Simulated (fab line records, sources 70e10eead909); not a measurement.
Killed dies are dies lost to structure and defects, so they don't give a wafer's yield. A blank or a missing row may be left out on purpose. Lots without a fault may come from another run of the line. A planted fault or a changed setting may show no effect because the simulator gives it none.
fab line records | flow nand_harc
record lots=13 wafers=39 last_day=33
route steps=1302 shown A_ONON_D2@554 A_CHANNEL_HOLE_D2@571 END@1302
lots that met no fault: from a run of the same line without faults
start_h: hours from the record's first day to the start of the lot's first wafer shown | wait_h: hours since the lot's step before | " the same as in the row above | L1.1+2: a row that stands for several wafers | - no value, or no start given | * or withheld: withheld | < > ~ a bound
route shown NAME@n: a module of which the file shows steps, and the number in the route of the first | usual: mean/standard deviation of fault-free wafers | same: alike in all rows | chamber/n: place in a boat | sites: the reading at each site | _std_site: their standard deviation | _edge_site: outer sites' mean less inner sites' | radius_mm: how far each site lies from the wafer's centre | mask NAME#n: copy n | behind: the tool/chamber that last shaped the wafer | hold: why the lot was held/for how many hours/how that ended | device: the transistor (n, p or np) that didn't switch | end of line: the same wafers' tests at the end of the route | a step without rows: its recipe alone | killed: dies lost to structure and defects at the first sort, not the wafer's yield | map: a wafer's dies, x killed, . not, _ none there
set.NAME: the setting as run; set.NAME@STEP: as run at that earlier step | model.NAME: the simulator's own value behind a step, which no gauge read
steps of the route over a sample of lots; a table a step, a row a wafer
services: from which hour (start_h, from the record's first day; less than 0 if before it) a tool's chamber was out of use, for how many hours, and why
## steps
# step NHARC_A_ONON_D2_THK_MEAS_14
# recipe thk_meas_gauge=ellipsometry
# usual thk_nm=1003/11
# columns lot.wafer tool chamber start_h wait_h thk_nm
L839.2 film_metro-02 - 301.19 - 983
L839.5 " - " " 982
L839.6 " - " " 986
L840.2 film_metro-01 - 308.66 - 996
L840.3 " - " " 995
L840.5 " - " " 997
L842.2 film_metro-02 - 322.64 - 1024
L842.3 " - " " 1024
L842.5 " - " " 1022
L841.3 film_metro-01 - 322.81 - 1017
L841.4 " - " " 1015
L841.6 " - " " 1016
L843.1 film_metro-01 - 340.36 - 984
L843.3 " - " " 987
L843.6 " - " " 985
L846.1 film_metro-02 - 354.24 - 989
L846.3 " - " " 988
L846.5 " - " " 988
L852.1 film_metro-01 - 419.43 - 1011
L852.3 " - " " 1011
L852.5 " - " " 1012
L853.1 film_metro-02 - 430.77 - 1011
L853.4 " - " " 1013
L853.5 " - " " 1010
L855.1 film_metro-01 - 448.78 - 989
L855.4 " - " " 990
L855.5 " - " " 991
L856.1 film_metro-02 - 472.99 - 998
L856.4 " - " " 996
L856.5 " - " " 997
L857.1 film_metro-01 - 476.57 - 1004
L857.2 " - " " 1006
L857.4 " - " " 1005
L858.2 film_metro-02 - 476.60 - 999
L858.3 " - " " 1000
L858.6 " - " " 999
L860.3 film_metro-02 - 496.63 - 999
L860.4 " - " " 1001
L860.6 " - " " 999
# step NHARC_A_ONON_D2_DEP_28
# recipe target_thk_a=10000 n2_flow_sccm=2750 n2o_flow_sccm=2000 nh3_flow_sccm=500 sih4_flow_sccm=210 temp_c=400
# usual n2_flow_sccm=2749/8.3
# columns lot.wafer tool chamber start_h wait_h n2_flow_sccm
L839.2 pecvd_onon-04 0 310.95 0.1 2749
L839.5 " 0 " " 2750
L839.6 " 0 " " 2746
L840.2 pecvd_onon-03 0 318.95 0.1 2758
L840.3 " 0 " " 2748
L840.5 " 0 " " 2745
L842.2 pecvd_onon-04 0 331.87 0.1 2753
L842.3 " 0 " " 2745
L842.5 " 0 " " 2752
L841.3 pecvd_onon-03 0 331.91 0.2 2740
L841.4 " 0 " " 2752
L841.6 " 0 " " 2764
L843.1 pecvd_onon-04 0 349.81 0.1 2760
L843.3 " 0 " " 2749
L843.6 " 0 " " 2749
L846.1 pecvd_onon-04 0 363.91 0.1 2747
L846.3 " 0 " " 2740
L846.5 " 0 " " 2732
L852.1 pecvd_onon-03 0 428.54 0.1 2731
L852.3 " 0 " " 2740
L852.5 " 0 " " 2742
L853.1 pecvd_onon-03 0 439.94 0.1 2748
L853.4 " 0 " " 2742
L853.5 " 0 " " 2734
L855.1 pecvd_onon-04 0 458.25 0.1 2752
L855.4 " 0 " " 2756
L855.5 " 0 " " 2752
L856.1 pecvd_onon-03 0 483.84 0.1 2756
L856.4 " 0 " " 2760
L856.5 " 0 " " 2761
L857.1 pecvd_onon-04 0 483.86 0.1 2742
L857.2 " 0 " " 2741
L857.4 " 0 " " 2743
L858.2 pecvd_onon-01 0 484.13 0.1 2762
L858.3 " 0 " " 2752
L858.6 " 0 " " 2750
L860.3 pecvd_onon-04 0 505.84 0.2 2755
L860.4 " 0 " " 2753
L860.6 " 0 " " 2749
# step NHARC_A_ONON_D2_THK_MEAS_30
# recipe thk_meas_gauge=ellipsometry
# usual thk_nm=1001/8.3
# columns lot.wafer tool chamber start_h wait_h thk_nm
L839.2 film_metro-02 - 311.41 - 1004
L839.5 " - " " 1005
L839.6 " - " " 1003
L840.2 film_metro-01 - 319.40 - 1014
L840.3 " - " " 1012
L840.5 " - " " 1013
L841.3 film_metro-01 - 332.30 - 986
L841.4 " - " " 989
L841.6 " - " " 988
L842.2 film_metro-02 - 332.32 - 1015
L842.3 " - " " 1013
L842.5 " - " " 1012
L843.1 film_metro-01 - 350.32 - 1066
L843.3 " - " " 1069
L843.6 " - " " 1004
L846.1 film_metro-02 - 364.42 - 1059
L846.3 " - " " 1058
L846.5 " - " " 1060
L852.1 film_metro-02 - 429.05 - 1005
L852.3 " - " " 1004
L852.5 " - " " 1007
L853.1 film_metro-02 - 440.46 - 994
L853.4 " - " " 993
L853.5 " - " " 992
L855.1 film_metro-01 - 458.76 - 1000
L855.4 " - " " 1002
L855.5 " - " " 1001
L856.1 film_metro-01 - 484.34 - 998
L856.4 " - " " 999
L856.5 " - " " 999
L857.1 film_metro-02 - 484.37 - 985
L857.2 " - " " 986
L857.4 " - " " 985
L858.2 film_metro-01 - 484.58 - 995
L858.3 " - " " 995
L858.6 " - " " 997
L860.3 film_metro-01 - 506.24 - 1002
L860.4 " - " " 1002
L860.6 " - " " 1003
# step NHARC_A_ONON_D2_DEP_33
# recipe target_thk_a=2000 temp_c=400 pressure_torr=6.5 rf_w=900 teos_flow_sccm=161.4 flow_sccm=2650 target_thk_nm=200 gas=O2 material=SiO2
# usual heater_power_w=581/95 throttle_valve_pct=15.8/0.41
# columns lot.wafer tool chamber start_h wait_h heater_power_w since_wet_clean_h throttle_valve_pct
L839.2 pecvd-03 0 311.55 0.1 569 113 15.3
L839.5 " 1 " " 482 - 15.6
L839.6 " 2 " " 427 - 15.3
L840.2 pecvd-02 2 319.46 0.1 494 80 16.3
L840.3 " 0 " " 677 80 15.7
L840.5 " 0 " " 689 - 15.9
L842.2 pecvd-01 0 332.42 0.1 624 8 16.0
L842.3 " 1 " " 485 9 15.7
L842.5 " 0 " " 644 - 15.8
L841.3 pecvd-02 2 332.50 0.2 635 - 16.4
L841.4 " 0 " " 690 - 15.8
L841.6 " 2 " " 638 - 16.3
L843.3 pecvd-03 2 350.37 0.1 339 152 15.4
L843.1 " 0 " " 680 152 15.2
L843.6 " 1 " " 606 - 15.6
L846.1 pecvd-01 0 364.55 0.1 604 41 15.8
L846.3 " 1 " " 533 - 15.7
L846.5 " 0 " " 621 - 16.0
L852.3 pecvd-03 1 429.15 0.1 598 50 16.6
L852.1 " 2 " " 353 50 15.8
L852.5 " 2 " " 360 - 16.0
L853.1 pecvd-01 2 440.85 0.4 584 117 16.2
L853.5 " 1 " " 470 - 15.7
L853.4 " 0 " " 617 - 15.6
L855.1 pecvd-01 0 458.95 0.2 556 135 15.9
L855.5 " 2 " " 747 - 16.5
L855.4 " 0 " " 559 - 15.8
L857.2 pecvd-02 2 484.42 0.1 505 63 16.3
L857.1 " 1 " " 514 64 15.5
L857.4 " 2 " " 526 - 16.2
L856.1 pecvd-03 2 484.49 0.1 433 105 16.0
L856.4 " 0 " " 600 - 15.3
L856.5 " 1 " " 518 - 17.0
L858.2 pecvd-02 2 484.69 0.1 592 64 16.3
L858.3 " 0 " " 639 64 15.9
L858.6 " 0 " " 651 - 16.2
L860.3 pecvd-02 2 506.34 0.1 582 85 16.3
L860.4 " 2 " " 598 - 16.5
L860.6 " 0 " " 680 - 16.1
# step NHARC_A_CHANNEL_HOLE_D2_DEP_01
# recipe target_thk_a=1400 target_thk_nm=140 temp_c=400 pressure_torr=3.5 flow_sccm=200 rf_w=350 material=SiON
# usual heater_power_w=751/95
# columns lot.wafer tool chamber start_h wait_h heater_power_w since_wet_clean_h
L839.2 pecvd-03 1 317.24 1.6 716 119
L839.6 " 2 " " 584 -
L839.5 " 0 " " 939 -
L840.2 pecvd-01 2 325.64 1.3 859 2
L840.3 " 1 " " 718 2
L840.5 " 2 " " 881 -
L842.3 pecvd-04 0 334.87 1.0 620 52
L842.2 " 1 " " 702 52
L842.5 " 1 " " 699 -
L841.3 pecvd-03 2 335.01 1.0 583 137
L841.6 " 0 " " 913 -
L841.4 " 1 " " 670 -
L843.3 pecvd-03 2 352.83 1.0 615 155
L843.1 " 1 " " 759 155
L843.6 " 1 " " 745 -
L846.1 pecvd-04 2 367.13 1.6 835 85
L846.3 " 1 " " 680 85
L846.5 " 0 " " 748 -
L852.3 pecvd-01 2 435.40 1.0 933 111
L852.1 " 0 " " 768 111
L852.5 " 0 " " 784 -
L853.1 pecvd-04 0 448.95 1.6 692 166
L853.4 " 1 " " 625 -
L853.5 " 2 " " 779 -
L855.1 pecvd-03 2 461.82 1.6 574 83
L855.4 " 0 " " 865 -
L855.5 " 1 " " 766 -
L856.1 pecvd-04 1 491.27 1.6 781 28
L856.4 " 0 " " 762 -
L856.5 " 1 " " 756 -
L857.1 pecvd-03 0 493.15 1.6 830 114
L857.2 " 2 " " 608 114
L857.4 " 2 " " 607 -
L858.3 pecvd-03 0 493.74 1.0 881 114
L858.2 " 1 " " 775 115
L858.6 " 2 " " 601 -
L860.3 pecvd-04 1 508.97 1.0 804 45
L860.4 " 0 " " 701 -
L860.6 " 1 " " 780 -
# step NHARC_END_SORT_01
# recipe temp_c=25
# usual killed_at_array=62/20 killed_at_other=0.8/1.1 killed_at_periphery=3.5/2.4 killed_dies=66/21 killed_open=3.5/1.9 killed_short=2.5/1.7
# same gross_dies=677
# columns lot.wafer tool chamber start_h wait_h killed_at_array killed_at_other killed_at_periphery killed_dies killed_open killed_short
L839.2 prober-01 0 588.80 2.8 45 0 3 48 7 3
L839.5 prober-01 0 591.22 3.7 49 1 3 53 4 5
L839.6 prober-01 0 592.02 4.0 42 1 3 46 6 4
L840.2 prober-02 0 589.54 2.8 85 1 1 87 5 1
L840.3 prober-02 0 590.34 3.1 72 0 1 73 4 4
L840.5 prober-02 0 591.93 3.7 62 1 1 64 0 0
L841.3 prober-01 0 601.33 3.1 72 0 1 73 3 2
L841.4 prober-01 0 602.12 3.4 67 1 1 69 3 3
L841.6 prober-01 0 603.70 4.0 54 0 1 55 3 2
L852.1 prober-02 0 705.18 2.5 98 0 4 102 6 2
L852.3 prober-02 0 706.77 3.1 110 1 2 113 3 0
L852.5 prober-02 0 708.37 3.7 90 0 3 93 4 4
L853.1 prober-01 0 720.55 2.5 43 0 7 50 1 2
L853.4 prober-01 0 722.94 3.4 51 0 9 60 5 2
L853.5 prober-01 0 723.74 3.7 43 2 7 52 4 2
L855.1 prober-02 0 720.57 2.5 81 6 5 92 4 6
L855.4 prober-02 0 722.94 3.4 64 4 2 70 3 2
L855.5 prober-02 0 723.73 3.7 70 2 5 77 2 5
L858.2 prober-01 0 772.69 2.8 58 0 2 60 3 1
L858.3 prober-01 0 773.49 3.1 49 0 3 52 3 2
L858.6 prober-01 0 775.89 4.0 68 0 6 74 6 4
L860.3 prober-02 0 773.49 3.1 74 1 4 79 5 2
L860.4 prober-02 0 774.31 3.4 84 2 4 90 3 3
L860.6 prober-02 0 775.93 4.1 63 0 6 69 3 2
L857.1 prober-02 0 779.71 2.5 32 0 4 36 2 9
L857.2 prober-02 0 780.51 2.8 45 0 4 49 4 5
L857.4 prober-02 0 782.10 3.4 34 1 6 41 4 2
# killed by level:class
L839.2 A_CHANNEL_HOLE_D2:chamber_film_flake=29 A_SGD_CUT:chamber_film_flake=3 P_GATE:geometric_particle:open=2 A_DECK1_JOINT:geometric_particle:open=2 A_STAIRCASE:chamber_film_flake=2 A_WL_FILL:chamber_film_flake=2 A_CHANNEL_FILL_D1:geometric_particle:short=1 A_CHANNEL_FILL_D2:geometric_particle:open=1
L840.2 A_CHANNEL_HOLE_D1:chamber_film_flake=35 A_SLIT:chamber_film_flake=17 A_CHANNEL_HOLE_D2:chamber_film_flake=14 A_STAIRCASE:chamber_film_flake=11 A_ONON_D2:geometric_particle:open=2 A_DECK1_JOINT:chamber_film_flake=2 A_CHANNEL_HOLE_D1:geometric_particle:open=1 A_DECK1_JOINT:geometric_particle:open=1
L840.3 A_CHANNEL_HOLE_D1:chamber_film_flake=29 A_SLIT:chamber_film_flake=18 A_STAIRCASE:chamber_film_flake=7 A_CHANNEL_HOLE_D2:chamber_film_flake=5 A_CONTACT:chamber_film_flake=4 A_ONON_D1:geometric_particle:short=1 A_CHANNEL_FILL_D1:geometric_particle:short=1 A_DECK1_JOINT:geometric_particle:short=1
L839.5 A_CHANNEL_HOLE_D2:chamber_film_flake=37 A_CHANNEL_FILL_D2:geometric_particle:short=2 A_M0:geometric_particle:open=2 A_CHANNEL_HOLE_D1:chamber_film_flake=2 A_BLC:chamber_film_flake=2 P_GATE:geometric_particle:short=1 P_CONTACT:geometric_particle:short=1 P_CONTACT:geometric_particle:open=1
L840.5 A_CHANNEL_HOLE_D1:chamber_film_flake=22 A_SLIT:chamber_film_flake=20 A_STAIRCASE:chamber_film_flake=8 A_CHANNEL_HOLE_D2:chamber_film_flake=5 A_CONTACT:chamber_film_flake=2 A_DECK1_JOINT:chamber_film_flake=2 P_STI:chamber_film_flake=1 A_CHANNEL_FILL_D1:chamber_film_flake=1
L839.6 A_CHANNEL_HOLE_D2:chamber_film_flake=28 A_SGD_CUT:chamber_film_flake=3 A_CHANNEL_HOLE_D1:chamber_film_flake=2 P_M0:geometric_particle:open=1 P_M1:geometric_particle:short=1 P_M1:geometric_particle:open=1 A_SOURCE_PLATE:geometric_particle:short=1 A_ONON_D1:geometric_particle:short=1
L841.3 A_CHANNEL_HOLE_D1:chamber_film_flake=32 A_SLIT:chamber_film_flake=25 A_CHANNEL_HOLE_D2:chamber_film_flake=5 A_STAIRCASE:chamber_film_flake=2 A_CONTACT:chamber_film_flake=2 P_STI:geometric_particle:open=1 A_SOURCE_PLATE:geometric_particle:short=1 A_CHANNEL_FILL_D1:geometric_particle:short=1
L841.4 A_CHANNEL_HOLE_D1:chamber_film_flake=25 A_SLIT:chamber_film_flake=25 A_CONTACT:chamber_film_flake=5 A_CHANNEL_HOLE_D2:chamber_film_flake=4 A_ONON_D1:geometric_particle:short=2 A_STAIRCASE:chamber_film_flake=2 P_M0:geometric_particle:open=1 A_CHANNEL_FILL_D1:geometric_particle:open=1
L841.6 A_CHANNEL_HOLE_D1:chamber_film_flake=26 A_SLIT:chamber_film_flake=20 A_CHANNEL_HOLE_D2:chamber_film_flake=2 P_GATE:geometric_particle:open=1 A_ONON_D1:geometric_particle:open=1 A_CHANNEL_FILL_D1:geometric_particle:short=1 A_ONON_D2:geometric_particle:open=1 A_CHANNEL_HOLE_D2:geometric_particle:short=1
L852.1 A_CHANNEL_HOLE_D1:chamber_film_flake=32 A_CHANNEL_HOLE_D2:chamber_film_flake=26 A_SLIT:chamber_film_flake=25 A_DECK1_JOINT:chamber_film_flake=4 A_BONDPAD:chamber_film_flake=3 A_CONTACT:chamber_film_flake=3 P_CONTACT:geometric_particle:open=2 A_M0:geometric_particle:open=2
L852.3 A_SLIT:chamber_film_flake=36 A_CHANNEL_HOLE_D1:chamber_film_flake=35 A_CHANNEL_HOLE_D2:chamber_film_flake=26 A_CONTACT:chamber_film_flake=6 A_BONDPAD:chamber_film_flake=3 A_BLC:geometric_particle:open=2 P_M0:geometric_particle:open=1 P_M2:chamber_film_flake=1
L852.5 A_SLIT:chamber_film_flake=32 A_CHANNEL_HOLE_D1:chamber_film_flake=22 A_CHANNEL_HOLE_D2:chamber_film_flake=21 A_CONTACT:chamber_film_flake=3 A_BONDPAD:chamber_film_flake=3 A_M1:geometric_particle:open=2 P_M2:chamber_film_flake=2 P_CONTACT:geometric_particle:short=1
L853.1 A_CHANNEL_HOLE_D1:chamber_film_flake=38 P_GATE:chamber_film_flake=3 P_ZERO_WELL:chamber_film_flake=2 P_M0:geometric_particle:short=1 A_CHANNEL_FILL_D1:geometric_particle:open=1 A_WL_FILL:geometric_particle:short=1 P_STI:chamber_film_flake=1 A_DECK1_JOINT:chamber_film_flake=1
L855.1 A_CHANNEL_HOLE_D1:chamber_film_flake=34 A_SLIT:chamber_film_flake=31 THIN_TSV:chamber_film_flake=6 A_CONTACT:chamber_film_flake=4 P_M1:geometric_particle:open=2 A_WL_FILL:geometric_particle:short=2 A_CHANNEL_FILL_D2:chamber_film_flake=2 A_STAIRCASE:chamber_film_flake=2
L855.4 A_CHANNEL_HOLE_D1:chamber_film_flake=33 A_SLIT:chamber_film_flake=26 THIN_TSV:chamber_film_flake=4 P_M0:geometric_particle:open=1 A_CHANNEL_FILL_D1:geometric_particle:short=1 A_ONON_D2:geometric_particle:open=1 A_CHANNEL_HOLE_D2:geometric_particle:open=1 A_WL_FILL:geometric_particle:short=1
L853.4 A_CHANNEL_HOLE_D1:chamber_film_flake=37 P_GATE:chamber_film_flake=8 A_SLIT:chamber_film_flake=3 A_CONTACT:chamber_film_flake=3 P_M2:geometric_particle:open=1 A_CHANNEL_FILL_D1:geometric_particle:open=1 A_DECK1_JOINT:geometric_particle:open=1 A_ONON_D2:geometric_particle:open=1
L855.5 A_CHANNEL_HOLE_D1:chamber_film_flake=30 A_SLIT:chamber_film_flake=30 A_CONTACT:chamber_film_flake=4 A_CHANNEL_FILL_D1:geometric_particle:short=2 P_STI:chamber_film_flake=2 THIN_TSV:chamber_film_flake=2 P_STI:geometric_particle:short=1 P_CONTACT:geometric_particle:short=1
L853.5 A_CHANNEL_HOLE_D1:chamber_film_flake=30 A_CONTACT:chamber_film_flake=5 P_STI:chamber_film_flake=4 A_M0:geometric_particle:open=2 P_GATE:chamber_film_flake=2 A_DECK1_JOINT:chamber_film_flake=2 THIN_TSV:chamber_film_flake=2 P_M0:geometric_particle:open=1
L858.2 A_CHANNEL_HOLE_D2:chamber_film_flake=24 A_CHANNEL_HOLE_D1:chamber_film_flake=12 A_CONTACT:chamber_film_flake=8 A_SLIT:chamber_film_flake=5 A_STAIRCASE:chamber_film_flake=3 A_BONDPAD:chamber_film_flake=2 P_STI:geometric_particle:short=1 A_SOURCE_PLATE:geometric_particle:open=1
L858.3 A_CHANNEL_HOLE_D2:chamber_film_flake=22 A_CHANNEL_HOLE_D1:chamber_film_flake=8 A_SLIT:chamber_film_flake=7 A_BONDPAD:chamber_film_flake=3 P_M0:chamber_film_flake=2 A_CONTACT:chamber_film_flake=2 P_CONTACT:geometric_particle:short=1 A_CHANNEL_FILL_D1:geometric_particle:open=1
L860.3 A_SLIT:chamber_film_flake=31 A_CHANNEL_HOLE_D1:chamber_film_flake=26 A_STAIRCASE:chamber_film_flake=5 A_CHANNEL_FILL_D1:chamber_film_flake=3 A_CONTACT:chamber_film_flake=3 P_CONTACT:geometric_particle:open=2 P_M1:chamber_film_flake=2 A_CHANNEL_FILL_D1:geometric_particle:open=1
L860.4 A_SLIT:chamber_film_flake=39 A_CHANNEL_HOLE_D1:chamber_film_flake=19 A_CONTACT:chamber_film_flake=9 A_STAIRCASE:chamber_film_flake=8 A_CHANNEL_FILL_D1:chamber_film_flake=2 THIN_TSV:chamber_film_flake=2 P_CONTACT:geometric_particle:short=1 A_CHANNEL_FILL_D1:geometric_particle:open=1
L858.6 A_CHANNEL_HOLE_D2:chamber_film_flake=24 A_CHANNEL_HOLE_D1:chamber_film_flake=22 A_SLIT:chamber_film_flake=6 A_STAIRCASE:chamber_film_flake=5 P_GATE:chamber_film_flake=2 A_CONTACT:chamber_film_flake=2 A_BONDPAD:chamber_film_flake=2 P_GATE:geometric_particle:short=1
L860.6 A_SLIT:chamber_film_flake=26 A_CHANNEL_HOLE_D1:chamber_film_flake=18 A_CONTACT:chamber_film_flake=6 A_STAIRCASE:chamber_film_flake=5 P_BONDPAD:chamber_film_flake=3 P_GATE:chamber_film_flake=2 A_CHANNEL_HOLE_D2:chamber_film_flake=2 P_M1:geometric_particle:open=1
L857.1 A_CHANNEL_HOLE_D1:chamber_film_flake=11 A_SLIT:chamber_film_flake=8 A_STAIRCASE:chamber_film_flake=3 P_CONTACT:geometric_particle:short=2 P_STI:geometric_particle:short=1 P_CONTACT:geometric_particle:open=1 A_SOURCE_PLATE:geometric_particle:short=1 A_CHANNEL_HOLE_D1:geometric_particle:short=1
L857.2 A_CHANNEL_HOLE_D1:chamber_film_flake=22 A_SLIT:chamber_film_flake=9 A_CONTACT:chamber_film_flake=3 A_ONON_D1:geometric_particle:open=2 A_CHANNEL_FILL_D1:geometric_particle:open=2 P_STI:chamber_film_flake=2 A_STAIRCASE:chamber_film_flake=2 P_CONTACT:geometric_particle:short=1
L857.4 A_CHANNEL_HOLE_D1:chamber_film_flake=21 A_SLIT:chamber_film_flake=5 A_CONTACT:chamber_film_flake=3 P_STI:geometric_particle:open=1 P_CONTACT:geometric_particle:open=1 A_CHANNEL_FILL_D1:geometric_particle:open=1 A_WL_FILL:geometric_particle:short=1 A_CONTACT:geometric_particle:short=1
## services
# columns tool chamber start_h hours kind
pecvd-03 0 287.61 11.3 repair
pecvd-04 - 290.80 3.0 repair
pecvd-01 - 311.00 13.0 pm
pecvd_onon-04 - 311.25 13.0 pm
pecvd-02 2 337.17 6.5 repair
pecvd-03 0 338.86 5.1 repair
pecvd-02 0 339.17 7.6 repair
pecvd-04 - 348.98 0.8 repair
pecvd-03 - 366.27 13.0 pm
pecvd-03 0 366.27 13.0 vent_cycle
pecvd-03 1 366.27 13.0 vent_cycle
pecvd-03 2 366.27 13.0 vent_cycle
pecvd-04 2 370.96 2.1 repair
pecvd-03 0 379.27 - clean
pecvd-01 0 387.63 6.8 repair
pecvd-03 0 395.39 3.3 repair
pecvd-02 - 408.00 13.0 pm
pecvd_onon-03 - 408.05 13.0 pm
pecvd_onon-01 - 450.00 13.0 pm
pecvd-04 - 450.57 13.0 pm
pecvd-01 1 473.69 2.0 repair
pecvd-04 - 479.32 0.7 repair
pecvd-01 - 492.00 13.0 pm
pecvd_onon-04 - 492.25 13.0 pm
## key
first_sign step=NHARC_A_ONON_D2_THK_MEAS_30 reading=thk_nm direction=up sigmas=7.5 usual=1001 struck=1063
effect none on later readings
met_at NHARC_A_ONON_D2_DEP_28
struck_lots L843,L846
struck_wafers L843.1,L843.3,L846.1,L846.3,L846.5
tester_left_out L843,L846
not_acting_at NHARC_A_ONON_D2_THK_MEAS_14,NHARC_A_ONON_D2_DEP_33,NHARC_A_CHANNEL_HOLE_D2_DEP_01
onset_between 331.87 349.81
fault kind=process_parameter_drift tool=pecvd_onon-04 chamber=- onset_h=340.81 steps=NHARC_A_ONON_D2_DEP_28 channel=target_thk_a offset=* shape=step end_h=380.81 scope=struck_wafers_only acts_in=* stated=*
# tester_left_out: of these lots the tester's yield and bins aren't shown, on N5 and GAA mostly nor the transistor test; their killed dies are dies lost to structure and defects alone, not to doping, threshold or leakage, so they don't give the yield
